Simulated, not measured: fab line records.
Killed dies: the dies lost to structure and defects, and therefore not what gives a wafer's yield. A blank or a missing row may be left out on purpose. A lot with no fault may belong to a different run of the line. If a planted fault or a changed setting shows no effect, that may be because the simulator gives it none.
Which tool is to blame? :: flow nand-harc :: Sampling: 6 lots, 18 wafers, 2 of 1302 route steps

== WHAT THE GAUGES READ, wafer by wafer ==
NHARC_P_ZERO_WELL_CD_MEAS_52: the cd target is 2000 nm.
lot: L379
measured: day 2 11:29
on: cd-sem-02
cd-nm (nm): 1999.6 1999.9 2002.0

lot: L381
measured: day 3 07:52
on: cd-sem-01
cd-nm (nm): 1997.6 1999.3 1997.7

lot: L384
measured: day 4 13:55
on: cd-sem-02
cd-nm (nm): 1998.0 1998.7 2001.5

lot: L386
measured: day 5 12:25
on: cd-sem-01
cd-nm (nm): 1999.7 1999.8 1998.5

lot: L394
measured: day 8 18:08
on: cd-sem-02
cd-nm (nm): 1997.8 1998.2 1999.4

lot: L401
measured: day 11 15:46
on: cd-sem-02
cd-nm (nm): 1998.4 1997.8 1998.9

== EACH LOT AND THE TOOL THAT RAN IT (in order: tool; ch and the chambers of the sampled wafers; start) ==
lot: L379
NHARC_P_ZERO_WELL_EXPOSE_49: krf-scanner-03 ch 0, day 2 11:20

lot: L381
NHARC_P_ZERO_WELL_EXPOSE_49: krf-scanner-01 ch 0, day 3 07:43

lot: L384
NHARC_P_ZERO_WELL_EXPOSE_49: krf-scanner-03 ch 0, day 4 13:46

lot: L386
NHARC_P_ZERO_WELL_EXPOSE_49: krf-scanner-03 ch 0, day 5 12:16

lot: L394
NHARC_P_ZERO_WELL_EXPOSE_49: krf-scanner-03 ch 0, day 8 17:58

lot: L401
NHARC_P_ZERO_WELL_EXPOSE_49: krf-scanner-03 ch 0, day 11 15:37
- NHARC_P_ZERO_WELL_EXPOSE_49: exposes mask P HVPW, target cd 2000 nm.

== THE ANSWER, worked out from the rows above alone ==
Rule: the lots themselves supply what counts as usual. The widest of any qualifying gaps counts: lots, ordered by their means at a reading, are off when they make up no more than a third of the lots, leave a main group of 4 or more, and stand apart from it by 3 or more times the standard deviation of that group's means. A main group whose means are all the same, to the digits that the tables above print for the reading, isn't used. Also off: a lot with no number at a reading for which 4 or more lots have one. All remaining lots with rows at the step are treated as sound.
No lot is off on any of the readings shown, so nothing can be concluded from this.

== WHAT THE SIMULATOR HAD INSERTED ==
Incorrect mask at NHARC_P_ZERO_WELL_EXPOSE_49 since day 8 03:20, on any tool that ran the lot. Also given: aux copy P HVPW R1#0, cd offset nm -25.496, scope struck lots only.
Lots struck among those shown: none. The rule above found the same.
